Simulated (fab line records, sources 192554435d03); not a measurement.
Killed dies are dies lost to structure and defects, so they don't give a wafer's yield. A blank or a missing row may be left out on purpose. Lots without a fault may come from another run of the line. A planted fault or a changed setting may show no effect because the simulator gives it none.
A struck lot beside a sound one | flow n5_finfet | 15 steps out of a route of 1938
Sound: wafers L709.1, L709.3, L709.6. Struck: wafers L711.3, L711.5. (L711.4 of the same lot was not struck and is left out.) The cause comes at the end.
At each step with rows: each side's tool, then ch and its chambers, then its first start. Under that, the readings that differ: sound wafers | struck wafers | difference of the means | sigmas: that difference in standard deviations of wafers without a fault.
alike: readings whose means differ by less than 2 such deviations, and words and numbers that are the same on both sides. not compared: withheld readings, readings that some wafer has no value for, bounds like >300 that may hide the same value, and numbers for which the record gives no deviation and whose values overlap.
The two part at a step that has a row with sigmas, a row that says differs or no value, or rows on one side only. Numbers that don't overlap but have no deviation are shown without sigmas and don't part them. A reading that every wafer of one side lacks parts them only if that side has two wafers or more.

first, 2 steps without rows for these wafers: N5_PASSIVATION_DEVELOP_29 (develop time 60 s); N5_PASSIVATION_HARDBAKE_31 (time 120 s).
N5_PASSIVATION_CD_MEAS_30: target cd 4000 nm.
  sound on cd_sem-02 ch 0, day 14 04:31; struck on cd_sem-02 ch 0, day 14 07:08
  alike: cd_nm
N5_PASSIVATION_OVL_MEAS_63:
  sound on overlay-02 ch 0, day 14 04:32; struck on overlay-01 ch 0, day 14 07:10
  alike: PAD_OVL
N5_PASSIVATION_INSPECT_64: inspects for defects (macro).
  sound on defect_inspect-02, day 14 04:34; struck on defect_inspect-02, day 14 07:11
  reading          | sound | struck | difference | sigmas
  raw_defect_count | 4 3 3 | 0 1    | -3         | -2
N5_PASSIVATION_DESCUM_32: chemistry O2, time 7.9 s.
  sound on rie_diel-05 ch 0,2, day 14 04:36; struck on rie_diel-01 ch 2,3, day 14 07:13
  alike: drypump_motor_current_A, oes_product_au, rf_vpp_V, showerhead_plenum_p_Torr, throttle_valve_pct
  not compared: rf_hours_counter_h
N5_PASSIVATION_AL_ETCH_33: etches Al in Cl2/BCl3, stops on TaN, target depth 2800 nm, time 466.7 s.
  sound on rie_metal-03 ch 0, day 14 04:41; struck on rie_metal-01 ch 0,1, day 14 07:26
  reading                     | sound       | struck  | difference | sigmas
  drypump_motor_current_A (A) | 4.7 4.7 4.7 | 6.4 5.9 | +1.5       | +3
  alike: oes_product_au, throttle_valve_pct
  not compared: rf_hours_counter_h
N5_PASSIVATION_ETCH_59: etches TaN in Cl2/BCl3, target depth 65 nm, time 34.9 s.
  sound on rie_metal-03 ch 0, day 14 05:29; struck on rie_metal-01 ch 0,1, day 14 07:44
  reading                     | sound       | struck  | difference | sigmas
  drypump_motor_current_A (A) | 4.7 4.7 4.7 | 6.4 5.9 | +1.5       | +3
  alike: oes_product_au, throttle_valve_pct
  not compared: rf_hours_counter_h
N5_PASSIVATION_STRIP_34: strips in O2.
  sound on rie_diel-03 ch 0,2,3, day 14 05:43; struck on rie_diel-05 ch 3, day 14 07:50
  alike: drypump_motor_current_A, oes_product_au, rf_vpp_V, showerhead_plenum_p_Torr, throttle_valve_pct
  not compared: rf_hours_counter_h
then, 3 steps without rows for these wafers: N5_PASSIVATION_STRIP_51 (strips in post etch residue remover, time 1200 s); N5_PASSIVATION_CLEAN_69 (cleans in IPA, time 180 s); N5_PASSIVATION_SRD_70 (time 30 s).
N5_PASSIVATION_PECVD_53: deposits SiO2 from TEOS/O2, target thk 800 nm, time 169.4 s.
  sound on pecvd-01 ch 2, day 14 06:13; struck on pecvd-01 ch 2, day 14 08:23
  reading                                        | sound                | struck        | difference | sigmas
  chamber_pressure_Torr (Torr)                   | 6.512 6.516 6.509    | 6.485 6.474   | -0.033     | -3
  susceptor_temp_C (C)                           | 400.12 400.13 400.00 | 411.72 411.43 | +11.49     | +50
  model.SiO2_of_PASSIVATION_PECVD_53.thk_nm (nm) | 798.2 803 808.6      | 739.2 736.4   | -65.5      |
N5_PASSIVATION_PECVD_35: deposits SiNx from SiH4/NH3/N2, target thk 700 nm, time 151.3 s.
  sound on pecvd-01 ch 2, day 14 06:23; struck on pecvd-01 ch 2, day 14 08:33
  alike: chamber_pressure_Torr, heater_power_w, showerhead_plenum_p_Torr, susceptor_temp_C, throttle_valve_pct
then, 1 step without rows for these wafers: N5_PASSIVATION_PROBE_49.

WHERE THEY PART
First at N5_PASSIVATION_INSPECT_64; last, within this record, at N5_PASSIVATION_PECVD_53. Later steps at which nothing parts them and some readings are alike: N5_PASSIVATION_PECVD_35.

WHY: what the simulator had put in
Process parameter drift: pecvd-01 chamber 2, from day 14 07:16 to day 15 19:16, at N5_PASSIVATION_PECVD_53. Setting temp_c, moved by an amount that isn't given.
